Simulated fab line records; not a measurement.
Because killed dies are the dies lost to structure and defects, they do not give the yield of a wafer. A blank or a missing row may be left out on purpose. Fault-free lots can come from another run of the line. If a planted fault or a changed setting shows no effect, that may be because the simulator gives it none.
fab line records	flow nand_harc
record lots=12	wafers=36	last_day=32
route steps=1302 shown A_BLC@1130 A_M0@1144 END@1302
lots untouched by any fault: they come from a run of this same line in which no faults occurred
start_h: hours from the record's first day to the start of the lot's first wafer shown	wait_h: hours elapsed since this lot's preceding step	" same as the row above	L1.1+2: a row that stands for several wafers	- either no value or no given start	* or withheld: withheld	< > ~ a bound
route shown NAME@n: names a module that has steps shown in the file, with the first one's number in the route	usual: average and standard deviation across the fault-free wafers	same: alike in all rows	chamber/n: place in a boat	sites: each site's reading	_std_site: their standard deviation	_edge_site: mean of outer sites minus mean of inner sites	radius_mm: for every site, how far away it sits from the centre of the wafer	mask NAME#n: copy n	behind: the most recent tool/chamber to have shaped the wafer	hold: what put the lot on hold/how long, in hours/how the hold closed	device: the transistor (n, p or np) that didn't switch	end of line: the route-end tests of the same wafers	for a step that has no rows: nothing shown but its recipe	killed: dies that structure and defects cost at the first sort, which is not the same as the wafer's yield	map: per-die view of a wafer (x killed, . not killed, _ where there is no die)
set.NAME: setting as actually run; set.NAME@STEP: the setting as run at that earlier step	model.NAME: the simulator's own value behind a step, which no gauge read
steps of the route over a sample of lots; a table a step, a row a wafer
services: a tool's chamber out of use, with start hour (start_h, from the record's first day; less than 0 if before it), hours out, and reason
## steps
# step NHARC_A_BLC_PVD_32
# recipe target_thk_a=50	chamber_pressure_pa=5	power_w=5000	substrate_temp_c=200	time_s=17.7	material=Ti
# usual chamber_pressure_pa=5.002/0.009	substrate_temp_c=199.99/0.17	throttle_valve_pct=30.2/0.87
lot.wafer	tool	chamber	start_h	wait_h	chamber_pressure_pa	substrate_temp_c	throttle_valve_pct
L810.3	pvd_sputter-01	-	-	-	5.011	200.24	29.4
L810.6	"	-	"	"	5.015	199.93	30.3
L810.5	"	-	"	"	4.998	200.02	30.6
L811.1	pvd_sputter-01	-	-	-	5.009	199.78	30.0
L811.5	"	-	"	"	4.993	199.99	30.3
L811.6	"	-	"	"	5.000	199.88	30.5
L812.1	pvd_sputter-01	-	-	-	5.029	199.82	30.8
L812.3	"	-	"	"	5.016	199.84	30.1
L812.6	"	-	"	"	5.001	200.02	29.3
L813.4	pvd_sputter-03	-	-	-	5.007	199.88	30.9
L813.2	"	-	"	"	4.992	199.81	30.3
L813.6	"	-	"	"	4.999	199.87	31.0
L814.4	pvd_sputter-01	-	-	-	4.994	199.68	29.4
L814.2	"	-	"	"	4.987	200.13	30.4
L814.6	"	-	"	"	4.999	199.96	30.5
L817.4	pvd_sputter-03	-	-	-	5.001	200.18	30.7
L817.5	"	-	"	"	5.001	200.00	31.1
L817.6	"	-	"	"	5.007	199.94	28.7
L816.3	pvd_sputter-02	-	-	-	5.002	199.91	28.5
L816.2	"	-	"	"	4.998	199.86	29.7
L816.5	"	-	"	"	4.990	200.14	31.0
L825.1	pvd_sputter-01	-	-	-	4.986	199.93	30.3
L825.3	"	-	"	"	4.980	200.42	30.8
L825.2	"	-	"	"	5.002	200.13	29.1
L826.1	pvd_sputter-02	-	-	-	4.996	199.71	30.1
L826.2	"	-	"	"	4.999	199.88	29.0
L826.5	"	-	"	"	4.982	200.05	29.1
L827.2	pvd_sputter-03	-	-	-	5.007	199.95	30.7
L827.1	"	-	"	"	5.005	199.89	30.8
L827.3	"	-	"	"	4.995	200.19	28.6
L830.3	pvd_sputter-02	-	-	-	5.008	199.55	30.1
L830.4	"	-	"	"	5.010	199.98	29.0
L830.5	"	-	"	"	5.007	200.00	29.1
L831.2	pvd_sputter-01	-	-	-	5.015	200.14	30.9
L831.3	"	-	"	"	5.003	200.16	29.3
L831.6	"	-	"	"	4.993	199.64	31.0
# step NHARC_A_BLC_ALD_23
# recipe target_thk_a=30	pulse_time_s=1	ald_cycles=150	temp_c=450	material=TiN
# usual heater_power_w=1074/88	precursor_pulse_height_rel=1.001/0.02
lot.wafer	tool	chamber	start_h	wait_h	heater_power_w	precursor_pulse_height_rel
L810.3	ald_metal-03	0	511.19	-	1127	0.994
L810.6	"	1	"	"	1100	1.029
L810.5	"	2	"	"	989	1.002
L811.1	ald_metal-02	0	523.52	-	1172	1.040
L811.6	"	3	"	"	999	1.007
L811.5	"	0	"	"	1184	1.026
L812.1	ald_metal-04	3	532.53	-	1157	0.982
L812.3	"	0	"	"	1007	1.000
L812.6	"	0	"	"	1012	1.020
L813.4	ald_metal-03	2	537.11	-	952	0.987
L813.2	"	0	"	"	1117	0.967
L813.6	"	2	"	"	961	0.987
L814.2	ald_metal-02	1	539.00	-	1236	0.996
L814.4	"	2	"	"	1069	0.978
L814.6	"	1	"	"	1288	0.978
L817.4	ald_metal-02	3	583.78	-	991	1.019
L817.5	"	0	"	"	1189	1.002
L817.6	"	1	"	"	1252	0.970
L816.3	ald_metal-04	0	585.08	-	1014	0.997
L816.2	"	2	"	"	910	0.969
L816.5	"	3	"	"	1112	1.015
L825.3	ald_metal-03	2	652.82	-	1000	1.003
L825.1	"	3	"	"	1101	1.042
L825.2	"	1	"	"	1013	1.021
L826.2	ald_metal-04	3	676.21	-	1060	0.974
L826.1	"	2	"	"	853	0.989
L826.5	"	3	"	"	1084	0.971
L827.3	ald_metal-02	0	678.33	-	1123	1.008
L827.2	"	2	"	"	1057	1.015
L827.1	"	3	"	"	1019	0.990
L830.3	ald_metal-04	3	710.92	-	1030	1.007
L830.4	"	0	"	"	993	1.014
L830.5	"	3	"	"	1064	0.972
L831.2	ald_metal-03	2	728.24	-	1050	1.019
L831.3	"	0	"	"	1132	0.993
L831.6	"	1	"	"	1039	1.002
# step NHARC_A_BLC_CMP_25
# recipe t_overpolish_s=30	target_thk_nm=150
# usual motor_current_A=12.3/1.6	overpolish_run_s=30.000/0.0091	time_to_endpoint_s=30/3.5
lot.wafer	tool	chamber	start_h	wait_h	motor_current_A	overpolish_run_s	time_to_endpoint_s
L810.3	cmp-02	3	511.88	0.3	12.0	29.990	33
L810.5	"	2	"	"	10.3	30.000	33
L810.6	"	3	"	"	12.9	29.996	33
L811.1	cmp-02	0	524.23	0.4	11.1	30.005	27
L811.6	"	0	"	"	10.9	30.002	26
L811.5	"	1	"	"	14.2	29.997	34
L812.3	cmp-02	1	533.26	0.3	14.1	29.995	33
L812.1	"	2	"	"	11.5	29.983	34
L812.6	"	1	"	"	13.9	29.983	33
L813.2	cmp-01	1	537.84	0.5	14.1	30.001	28
L813.4	"	3	"	"	11.1	30.012	33
L813.6	"	1	"	"	14.6	30.011	28
L814.4	cmp-03	2	539.74	0.3	10.3	30.004	36
L814.2	"	0	"	"	14.1	30.001	35
L814.6	"	1	"	"	14.0	30.003	37
L817.4	cmp-03	2	584.52	0.4	10.3	29.996	33
L817.5	"	3	"	"	10.4	30.005	29
L817.6	"	0	"	"	13.6	30.011	36
L816.2	cmp-02	0	585.80	0.4	11.3	30.003	22
L816.3	"	2	"	"	11.0	30.004	29
L816.5	"	1	"	"	14.3	29.988	29
L825.3	cmp-01	0	653.57	0.3	11.0	29.985	25
L825.1	"	1	"	"	14.6	29.989	27
L825.2	"	2	"	"	13.7	30.002	28
L826.2	cmp-02	1	676.94	0.5	13.9	29.985	31
L826.1	"	0	"	"	11.5	30.009	21
L826.5	"	2	"	"	10.6	29.999	37
L827.1	cmp-03	1	679.08	0.4	13.3	29.992	35
L827.2	"	2	"	"	10.5	30.008	33
L827.3	"	3	"	"	11.1	30.008	32
L830.3	cmp-03	3	711.63	0.2	10.7	30.019	30
L830.4	"	1	"	"	13.6	29.996	33
L830.5	"	3	"	"	10.8	29.991	30
L831.2	cmp-01	3	729.01	0.4	11.6	29.991	32
L831.3	"	0	"	"	10.9	30.009	26
L831.6	"	2	"	"	13.2	30.003	27
# step NHARC_A_M0_EXPOSE_06
# recipe na=1.35	target_cd_nm=80	dose_mj=83.25	mask_id=A_M0
# usual exposure_dose_mJ_cm2=83.26/0.075
lot.wafer	tool	chamber	start_h	wait_h	mask	exposure_dose_mJ_cm2
L810.3	arfi_scanner-02	0	513.02	-	A_M0#0	83.31
L810.5	"	0	"	"	A_M0#0	83.35
L810.6	"	0	"	"	A_M0#0	83.30
L811.1	arfi_scanner-03	0	525.27	-	A_M0#0	83.35
L811.5	"	0	"	"	A_M0#0	83.28
L811.6	"	0	"	"	A_M0#0	83.31
L812.1	arfi_scanner-01	0	534.42	-	A_M0#0	83.38
L812.3	"	0	"	"	A_M0#0	83.43
L812.6	"	0	"	"	A_M0#0	83.25
L813.2	arfi_scanner-03	0	539.02	-	A_M0#0	83.21
L813.4	"	0	"	"	A_M0#0	83.22
L813.6	"	0	"	"	A_M0#0	83.19
L814.2	arfi_scanner-01	0	540.89	-	A_M0#0	83.28
L814.4	"	0	"	"	A_M0#0	83.29
L814.6	"	0	"	"	A_M0#0	83.27
L817.4	arfi_scanner-03	0	585.62	-	A_M0#0	83.29
L817.5	"	0	"	"	A_M0#0	83.34
L817.6	"	0	"	"	A_M0#0	83.23
L816.2	arfi_scanner-02	0	586.96	-	A_M0#0	83.30
L816.3	"	0	"	"	A_M0#0	83.28
L816.5	"	0	"	"	A_M0#0	83.25
L825.1	arfi_scanner-02	0	654.71	-	A_M0#0	83.27
L825.2	"	0	"	"	A_M0#0	83.18
L825.3	"	0	"	"	A_M0#0	83.16
L826.1	arfi_scanner-03	0	678.73	-	A_M0#0	84.47
L826.2	"	0	"	"	A_M0#0	84.52
L826.5	"	0	"	"	A_M0#0	84.57
L827.1	arfi_scanner-03	0	680.12	-	A_M0#0	84.32
L827.2	"	0	"	"	A_M0#0	84.32
L827.3	"	0	"	"	A_M0#0	84.26
L830.3	arfi_scanner-02	0	712.80	-	A_M0#0	83.24
L830.4	"	0	"	"	A_M0#0	83.25
L830.5	"	0	"	"	A_M0#0	83.24
L831.2	arfi_scanner-01	0	730.13	-	A_M0#0	83.34
L831.3	"	0	"	"	A_M0#0	83.45
L831.6	"	0	"	"	A_M0#0	83.27
# step NHARC_END_SORT_01
# recipe temp_c=25
# usual defect_limited_yield=91.6/2.8	killed_at_array=52/19	killed_at_other=1.0/1.2	killed_at_periphery=4.1/2.8	killed_dies=57/19	killed_open=3.1/1.7	killed_short=2.5/1.5	sort_bin_2_pct=3.0/1.2	sort_bin_3_pct=0.6/0.36	sort_bin_4_pct=4.9/1.6	sort_n_pass=620/19	sort_rim_yield_pct=91/5	sort_yield_pct=91.6/2.8
# same gross_dies=677	sort_bin_5_pct[%]=0	sort_bin_6_pct[%]=0	sort_bin_7_pct[%]=0	sort_bin_8_pct[%]=0	sort_rim_n_gross=106.00
lot.wafer	tool	chamber	start_h	wait_h	defect_limited_yield[%]	killed_at_array	killed_at_other	killed_at_periphery	killed_dies	killed_open	killed_short	sort_bin_2_pct[%]	sort_bin_3_pct[%]	sort_bin_4_pct[%]	sort_n_pass	sort_rim_yield_pct[%]	sort_yield_pct[%]
L810.3	prober-01	0	550.81	3.1	86.9	88	0	1	89	3	2	5.2	1.2	6.8	588	79	86.9
L810.5	prober-01	0	552.42	3.7	88.5	70	0	8	78	3	3	3.5	1.5	6.5	599	86	88.5
L810.6	prober-01	0	553.23	4.0	88.8	72	0	4	76	2	4	5.0	0.9	5.3	601	93	88.8
L811.1	prober-01	0	562.02	2.5	91.7	53	0	3	56	2	1	3.5	0.7	4.0	621	98	91.7
L811.5	prober-01	0	565.27	3.8	89.2	70	0	3	73	6	3	4.6	1.0	5.2	604	97	89.2
L811.6	prober-01	0	566.08	4.1	93.2	46	0	0	46	5	0	1.9	0.7	4.1	631	89	93.2
L812.1	prober-01	0	575.16	2.5	93.5	39	0	5	44	5	2	2.8	0.6	3.1	633	85	93.5
L812.3	prober-01	0	576.75	3.1	92.2	49	0	4	53	3	2	2.7	1.2	4.0	624	80	92.2
L812.6	prober-01	0	579.12	4.0	88.8	72	0	4	76	2	2	4.7	0.6	5.9	601	87	88.8
L813.2	prober-02	0	575.99	2.8	89.5	65	0	6	71	4	4	4.0	0.6	5.9	606	99	89.5
L813.4	prober-02	0	577.59	3.4	91.4	52	3	3	58	3	1	3.2	0.7	4.6	619	89	91.4
L813.6	prober-02	0	579.19	4.0	92.3	47	0	5	52	3	2	3.7	0.6	3.4	625	96	92.3
L814.2	prober-01	0	585.91	2.8	94.8	33	1	1	35	2	2	2.1	0.3	2.8	642	85	94.8
L814.4	prober-01	0	587.48	3.4	90.7	59	0	4	63	3	2	3.5	0.7	5.0	614	97	90.7
L814.6	prober-01	0	589.05	3.9	92.3	47	1	4	52	2	2	2.5	0.9	4.3	625	92	92.3
L816.2	prober-02	0	625.15	2.8	91.0	54	1	6	61	2	5	1.9	1.0	6.1	616	92	91.0
L816.3	prober-02	0	625.96	3.1	91.4	57	1	0	58	4	0	2.4	0.6	5.6	619	92	91.4
L816.5	prober-02	0	627.57	3.7	90.4	62	0	3	65	5	0	2.7	0.9	6.1	612	94	90.4
L817.4	prober-01	0	626.71	3.4	92.0	49	2	3	54	5	2	2.8	0.7	4.4	623	82	92.0
L817.5	prober-01	0	627.51	3.7	86.9	89	0	0	89	2	1	4.9	1.2	7.1	588	94	86.9
L817.6	prober-01	0	628.31	4.0	91.9	51	1	3	55	1	2	3.0	0.3	4.9	622	78	91.9
L825.1	prober-02	0	693.70	2.5	96.5	24	0	0	24	4	2	1.3	0.3	1.9	653	90	96.5
L825.2	prober-02	0	694.49	2.8	90.4	61	1	3	65	8	2	4.3	1.3	4.0	612	98	90.4
L825.3	prober-02	0	695.29	3.1	92.6	47	1	2	50	6	4	3.2	0.6	3.5	627	87	92.6
L826.1	prober-01	0	718.37	2.5	89.4	64	1	7	72	5	3	3.0	0.7	6.9	605	87	89.4
L826.2	prober-01	0	719.17	2.8	91.1	57	0	3	60	3	5	3.2	0.7	4.9	617	91	91.1
L826.5	prober-01	0	721.58	3.7	91.0	58	0	3	61	4	2	3.1	0.7	5.2	616	92	91.0
L827.1	prober-02	0	718.40	2.5	91.0	53	7	1	61	2	2	3.0	0.7	5.3	616	96	91.0
L827.2	prober-02	0	719.20	2.8	93.4	39	2	4	45	7	4	2.2	0.6	3.8	632	86	93.4
L827.3	prober-02	0	720.01	3.1	91.6	48	4	5	57	5	2	3.0	0	5.5	620	96	91.6
L830.3	prober-02	0	750.97	3.1	92.3	46	1	5	52	8	2	2.8	0.7	4.1	625	91	92.3
L830.4	prober-02	0	751.79	3.5	89.5	65	2	4	71	0	2	4.4	0.9	5.2	606	94	89.5
L830.5	prober-02	0	752.60	3.8	95.7	26	0	3	29	2	3	2.1	0.4	1.8	648	90	95.7
L831.2	prober-01	0	771.79	2.8	93.5	42	1	1	44	2	5	1.6	0.3	4.6	633	97	93.5
L831.3	prober-01	0	772.58	3.1	96.9	20	0	1	21	2	1	0.9	0.3	1.9	656	94	96.9
L831.6	prober-01	0	774.96	4.0	94.4	34	1	3	38	2	2	1.6	0.4	3.5	639	96	94.4
# killed by level:class
L810.3 A_CHANNEL_HOLE_D1:chamber_film_flake=36 A_CHANNEL_HOLE_D2:chamber_film_flake=26 A_SLIT:chamber_film_flake=12 A_ONON_D2:geometric_particle:open=2 A_CHANNEL_FILL_D1:chamber_film_flake=2 A_CHANNEL_FILL_D2:chamber_film_flake=2 A_STAIRCASE:chamber_film_flake=2 A_CONTACT:chamber_film_flake=2
L810.5 A_SLIT:chamber_film_flake=23 A_CHANNEL_HOLE_D1:chamber_film_flake=15 A_CHANNEL_HOLE_D2:chamber_film_flake=14 A_STAIRCASE:chamber_film_flake=7 P_GATE:chamber_film_flake=4 P_M2:chamber_film_flake=3 A_CHANNEL_FILL_D2:chamber_film_flake=2 A_CONTACT:chamber_film_flake=2
L810.6 A_CHANNEL_HOLE_D1:chamber_film_flake=25 A_CHANNEL_HOLE_D2:chamber_film_flake=17 A_SLIT:chamber_film_flake=9 A_CONTACT:chamber_film_flake=7 A_CHANNEL_FILL_D1:chamber_film_flake=3 A_CHANNEL_FILL_D2:chamber_film_flake=3 A_STAIRCASE:chamber_film_flake=3 P_GATE:chamber_film_flake=2
L811.1 A_CHANNEL_HOLE_D2:chamber_film_flake=24 A_CHANNEL_HOLE_D1:chamber_film_flake=21 A_STAIRCASE:chamber_film_flake=3 A_ZERO_WELL:chamber_film_flake=2 P_GATE:geometric_particle:open=1 P_CONTACT:geometric_particle:open=1 A_CHANNEL_HOLE_D1:geometric_particle:short=1 P_STI:chamber_film_flake=1
L811.5 A_CHANNEL_HOLE_D1:chamber_film_flake=32 A_CHANNEL_HOLE_D2:chamber_film_flake=22 A_STAIRCASE:chamber_film_flake=3 A_ONON_D1:geometric_particle:short=2 A_ZERO_WELL:chamber_film_flake=2 P_GATE:geometric_particle:open=1 P_CONTACT:geometric_particle:open=1 A_SOURCE_PLATE:geometric_particle:short=1
L811.6 A_CHANNEL_HOLE_D1:chamber_film_flake=21 A_CHANNEL_HOLE_D2:chamber_film_flake=12 A_CONTACT:chamber_film_flake=3 A_CHANNEL_FILL_D2:chamber_film_flake=2 A_SOURCE_PLATE:geometric_particle:open=1 A_DECK1_JOINT:geometric_particle:open=1 A_ONON_D2:geometric_particle:open=1 A_CHANNEL_FILL_D2:geometric_particle:open=1
L812.1 A_CHANNEL_HOLE_D1:chamber_film_flake=15 A_SLIT:chamber_film_flake=10 A_CONTACT:chamber_film_flake=4 P_STI:chamber_film_flake=3 A_DECK1_JOINT:geometric_particle:open=2 P_CONTACT:geometric_particle:open=1 A_ONON_D2:geometric_particle:short=1 A_ONON_D2:geometric_particle:open=1
L813.2 A_CHANNEL_HOLE_D1:chamber_film_flake=39 A_CHANNEL_HOLE_D2:chamber_film_flake=6 A_WL_FILL:chamber_film_flake=6 A_STAIRCASE:chamber_film_flake=5 A_CHANNEL_HOLE_D2:geometric_particle:short=2 P_GATE:chamber_film_flake=2 P_GATE:geometric_particle:short=1 P_GATE:geometric_particle:open=1
L812.3 A_CHANNEL_HOLE_D1:chamber_film_flake=24 A_SLIT:chamber_film_flake=9 P_GATE:chamber_film_flake=2 A_CHANNEL_HOLE_D2:chamber_film_flake=2 A_STAIRCASE:chamber_film_flake=2 A_SGD_CUT:chamber_film_flake=2 A_WL_FILL:chamber_film_flake=2 A_CONTACT:chamber_film_flake=2
L813.4 A_CHANNEL_HOLE_D1:chamber_film_flake=23 A_CHANNEL_HOLE_D2:chamber_film_flake=14 A_WL_FILL:chamber_film_flake=4 A_STAIRCASE:chamber_film_flake=3 A_CONTACT:chamber_film_flake=3 THIN_TSV:chamber_film_flake=3 A_CHANNEL_HOLE_D2:geometric_particle:open=2 P_GATE:geometric_particle:short=1
L812.6 A_SLIT:chamber_film_flake=31 A_CHANNEL_HOLE_D1:chamber_film_flake=23 A_CONTACT:chamber_film_flake=5 A_STAIRCASE:chamber_film_flake=5 A_CHANNEL_HOLE_D2:chamber_film_flake=3 P_ZERO_WELL:chamber_film_flake=2 P_STI:geometric_particle:short=1 A_DECK1_JOINT:geometric_particle:open=1
L813.6 A_CHANNEL_HOLE_D1:chamber_film_flake=30 A_STAIRCASE:chamber_film_flake=4 A_CHANNEL_HOLE_D2:chamber_film_flake=3 A_WL_FILL:chamber_film_flake=3 P_CONTACT:geometric_particle:open=1 P_M2:geometric_particle:open=1 A_ONON_D1:geometric_particle:open=1 A_ONON_D2:geometric_particle:short=1
L814.2 A_CHANNEL_HOLE_D2:chamber_film_flake=19 A_CHANNEL_HOLE_D1:chamber_film_flake=3 A_STAIRCASE:chamber_film_flake=2 A_SLIT:chamber_film_flake=2 A_WL_FILL:chamber_film_flake=2 A_CHANNEL_FILL_D1:geometric_particle:open=1 A_DECK1_JOINT:geometric_particle:short=1 A_ONON_D2:geometric_particle:short=1
L814.4 A_CHANNEL_HOLE_D2:chamber_film_flake=42 A_SLIT:chamber_film_flake=5 A_WL_FILL:chamber_film_flake=4 A_CHANNEL_HOLE_D1:chamber_film_flake=2 A_STAIRCASE:chamber_film_flake=2 P_CONTACT:geometric_particle:short=1 P_M0:geometric_particle:open=1 A_CHANNEL_FILL_D1:geometric_particle:open=1
L814.6 A_CHANNEL_HOLE_D2:chamber_film_flake=30 A_SLIT:chamber_film_flake=4 A_WL_FILL:chamber_film_flake=3 A_CONTACT:chamber_film_flake=3 P_ZERO_WELL:chamber_film_flake=2 A_STAIRCASE:chamber_film_flake=2 P_CONTACT:geometric_particle:open=1 A_DECK1_JOINT:geometric_particle:short=1
L816.2 A_CHANNEL_HOLE_D1:chamber_film_flake=33 A_CONTACT:chamber_film_flake=7 A_CHANNEL_HOLE_D2:chamber_film_flake=6 P_GATE:geometric_particle:short=2 A_STAIRCASE:chamber_film_flake=2 P_M0:geometric_particle:open=1 P_M2:geometric_particle:short=1 A_CHANNEL_FILL_D1:geometric_particle:short=1
L816.3 A_CHANNEL_HOLE_D1:chamber_film_flake=34 A_CHANNEL_HOLE_D2:chamber_film_flake=9 A_CONTACT:chamber_film_flake=6 A_STAIRCASE:chamber_film_flake=2 A_DECK1_JOINT:geometric_particle:open=1 A_CHANNEL_HOLE_D2:geometric_particle:open=1 A_CHANNEL_FILL_D2:geometric_particle:open=1 A_WL_FILL:geometric_particle:open=1
L817.4 A_CHANNEL_HOLE_D2:chamber_film_flake=21 A_SLIT:chamber_film_flake=11 A_STAIRCASE:chamber_film_flake=4 A_CHANNEL_HOLE_D1:chamber_film_flake=2 THIN_TSV:chamber_film_flake=2 A_WL_FILL:chamber_film_flake=2 P_CONTACT:geometric_particle:open=1 P_M0:geometric_particle:open=1
L817.5 A_CHANNEL_HOLE_D2:chamber_film_flake=38 A_SLIT:chamber_film_flake=30 A_STAIRCASE:chamber_film_flake=5 A_CHANNEL_HOLE_D1:chamber_film_flake=4 A_CHANNEL_FILL_D1:chamber_film_flake=2 A_WL_FILL:chamber_film_flake=2 A_CONTACT:chamber_film_flake=2 A_CHANNEL_FILL_D1:geometric_particle:open=1
L816.5 A_CHANNEL_HOLE_D1:chamber_film_flake=30 A_CHANNEL_HOLE_D2:chamber_film_flake=15 A_CONTACT:chamber_film_flake=10 A_M0:geometric_particle:open=2 A_DECK1_JOINT:chamber_film_flake=2 P_GATE:geometric_particle:open=1 P_CONTACT:geometric_particle:open=1 A_CHANNEL_HOLE_D1:geometric_particle:open=1
L817.6 A_CHANNEL_HOLE_D2:chamber_film_flake=19 A_SLIT:chamber_film_flake=12 A_STAIRCASE:chamber_film_flake=9 A_CONTACT:chamber_film_flake=3 P_GATE:chamber_film_flake=2 A_CHANNEL_FILL_D1:chamber_film_flake=2 A_WL_FILL:chamber_film_flake=2 A_SOURCE_PLATE:geometric_particle:open=1
L825.1 A_CHANNEL_HOLE_D2:chamber_film_flake=7 A_SLIT:chamber_film_flake=6 A_CONTACT:chamber_film_flake=3 A_CHANNEL_FILL_D1:geometric_particle:short=2 A_ONON_D1:geometric_particle:open=1 A_CHANNEL_FILL_D1:geometric_particle:open=1 A_BLC:geometric_particle:open=1 A_M0:geometric_particle:open=1
L825.2 A_SLIT:chamber_film_flake=27 A_CHANNEL_HOLE_D2:chamber_film_flake=16 A_CHANNEL_HOLE_D1:chamber_film_flake=5 A_CHANNEL_FILL_D2:geometric_particle:open=3 A_DECK1_JOINT:geometric_particle:open=2 A_WL_FILL:chamber_film_flake=2 A_CONTACT:chamber_film_flake=2 P_CONTACT:geometric_particle:short=1
L825.3 A_CHANNEL_HOLE_D2:chamber_film_flake=19 A_SLIT:chamber_film_flake=13 A_CHANNEL_FILL_D1:geometric_particle:open=2 A_M0:geometric_particle:open=2 A_WL_FILL:chamber_film_flake=2 P_STI:geometric_particle:short=1 A_CHANNEL_FILL_D1:geometric_particle:short=1 A_ONON_D2:geometric_particle:short=1
L826.1 A_SLIT:chamber_film_flake=32 A_CHANNEL_HOLE_D2:chamber_film_flake=12 A_WL_FILL:chamber_film_flake=5 A_CHANNEL_FILL_D1:chamber_film_flake=4 A_CONTACT:chamber_film_flake=3 A_SGD_CUT:geometric_particle:short=2 P_GATE:chamber_film_flake=2 P_STI:geometric_particle:open=1
L827.1 A_CHANNEL_HOLE_D1:chamber_film_flake=38 THIN_TSV:chamber_film_flake=7 A_STAIRCASE:chamber_film_flake=5 A_ZERO_WELL:chamber_film_flake=3 A_CONTACT:chamber_film_flake=2 P_CONTACT:geometric_particle:open=1 A_ONON_D1:geometric_particle:short=1 A_DECK1_JOINT:geometric_particle:open=1
L826.2 A_CHANNEL_HOLE_D2:chamber_film_flake=14 A_SLIT:chamber_film_flake=13 A_CHANNEL_HOLE_D1:chamber_film_flake=11 A_STAIRCASE:chamber_film_flake=5 A_CONTACT:chamber_film_flake=3 A_ONON_D1:geometric_particle:short=2 P_GATE:chamber_film_flake=2 A_CHANNEL_FILL_D1:chamber_film_flake=2
L827.2 A_CHANNEL_HOLE_D1:chamber_film_flake=19 A_CONTACT:chamber_film_flake=5 A_STAIRCASE:chamber_film_flake=3 P_CONTACT:geometric_particle:open=2 A_CHANNEL_FILL_D2:geometric_particle:open=2 A_SLIT:chamber_film_flake=2 THIN_TSV:chamber_film_flake=2 P_M0:geometric_particle:open=1
L827.3 A_CHANNEL_HOLE_D1:chamber_film_flake=33 A_STAIRCASE:chamber_film_flake=5 A_CONTACT:chamber_film_flake=5 THIN_TSV:chamber_film_flake=3 P_CONTACT:geometric_particle:open=2 P_M2:chamber_film_flake=2 A_CHANNEL_HOLE_D1:geometric_particle:short=1 P_M0:geometric_particle:open=1
L826.5 A_SLIT:chamber_film_flake=27 A_CHANNEL_HOLE_D2:chamber_film_flake=9 A_CHANNEL_HOLE_D1:chamber_film_flake=7 A_STAIRCASE:chamber_film_flake=4 A_CONTACT:chamber_film_flake=3 A_WL_FILL:chamber_film_flake=2 P_CONTACT:geometric_particle:short=1 P_M0:geometric_particle:open=1
L830.3 A_CHANNEL_HOLE_D1:chamber_film_flake=16 A_SLIT:chamber_film_flake=10 A_CHANNEL_HOLE_D2:chamber_film_flake=6 P_CONTACT:geometric_particle:open=2 A_DECK1_JOINT:chamber_film_flake=2 A_SGD_CUT:chamber_film_flake=2 A_WL_FILL:chamber_film_flake=2 A_CONTACT:chamber_film_flake=2
L830.4 A_CHANNEL_HOLE_D2:chamber_film_flake=28 A_SLIT:chamber_film_flake=22 A_CHANNEL_HOLE_D1:chamber_film_flake=8 A_SGD_CUT:chamber_film_flake=3 P_CONTACT:chamber_film_flake=2 A_ONON_D2:geometric_particle:short=1 A_M0:geometric_particle:short=1 P_STI:chamber_film_flake=1
L830.5 A_SLIT:chamber_film_flake=8 A_CHANNEL_HOLE_D2:chamber_film_flake=7 A_CHANNEL_HOLE_D1:chamber_film_flake=3 P_CONTACT:chamber_film_flake=2 A_SOURCE_PLATE:geometric_particle:short=1 A_CHANNEL_FILL_D1:geometric_particle:open=1 A_DECK1_JOINT:geometric_particle:short=1 A_ONON_D2:geometric_particle:short=1
L831.2 A_CHANNEL_HOLE_D1:chamber_film_flake=15 A_CONTACT:chamber_film_flake=7 A_STAIRCASE:chamber_film_flake=5 A_SLIT:chamber_film_flake=4 A_DECK1_JOINT:chamber_film_flake=3 A_WL_FILL:geometric_particle:short=2 A_ONON_D1:geometric_particle:short=1 A_ONON_D2:geometric_particle:open=1
L831.3 A_CHANNEL_HOLE_D1:chamber_film_flake=7 A_SLIT:chamber_film_flake=6 A_STAIRCASE:chamber_film_flake=3 P_GATE:geometric_particle:short=1 A_DECK1_JOINT:geometric_particle:open=1 A_BLC:geometric_particle:open=1 A_CHANNEL_FILL_D1:chamber_film_flake=1 A_CONTACT:chamber_film_flake=1
L831.6 A_CHANNEL_HOLE_D1:chamber_film_flake=16 A_SLIT:chamber_film_flake=7 A_CONTACT:chamber_film_flake=6 A_STAIRCASE:chamber_film_flake=2 P_M1:geometric_particle:open=1 P_M1:geometric_particle:short=1 P_M2:geometric_particle:open=1 A_WL_FILL:geometric_particle:short=1
## services
tool	chamber	start_h	hours	kind
ald_metal-04	0	524.37	7.4	repair
cmp-02	-	526.57	4.0	pm
arfi_scanner-03	-	540.00	4.0	pm
arfi_scanner-02	-	545.70	2.1	repair
cmp-03	-	554.13	4.0	pm
cmp-03	-	561.17	2.1	repair
pvd_sputter-01	-	563.13	6.5	repair
ald_metal-03	-	568.00	10.0	pm
ald_metal-03	3	591.16	4.4	repair
cmp-03	-	601.50	1.8	repair
pvd_sputter-01	-	603.30	0.6	repair
ald_metal-02	-	610.00	10.0	pm
cmp-02	-	624.57	4.0	pm
pvd_sputter-01	-	631.36	3.2	repair
ald_metal-04	-	652.00	10.0	pm
cmp-03	-	652.13	4.0	pm
arfi_scanner-02	-	656.00	4.0	pm
cmp-02	-	662.04	0.7	repair
cmp-02	-	666.66	1.4	repair
arfi_scanner-02	-	668.47	1.1	repair
cmp-03	-	686.04	1.0	repair
arfi_scanner-02	-	695.29	1.8	repair
arfi_scanner-03	-	712.00	4.0	pm
cmp-02	-	722.57	4.0	pm
## key
first_sign step=NHARC_A_M0_EXPOSE_06	reading=exposure_dose_mJ_cm2	direction=up	sigmas=15	usual=83.26	struck=84.41
effect none on later readings
met_at NHARC_A_M0_EXPOSE_06
struck_lots L826,L827
loop_trim step=NHARC_A_M0_EXPOSE_06	setting=dose	lots=L827
not_acting_at NHARC_A_BLC_PVD_32,NHARC_A_BLC_ALD_23,NHARC_A_BLC_CMP_25
onset_between 585.62 678.73
fault kind=process_parameter_drift	tool=arfi_scanner-03	chamber=-	onset_h=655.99	steps=NHARC_A_M0_EXPOSE_06	channel=dose_mj	offset=1.2985	shape=step	acts_in=these_recipes_only	stated=83.25
# loop_trim: a control loop set the setting to another value than it would have without faults
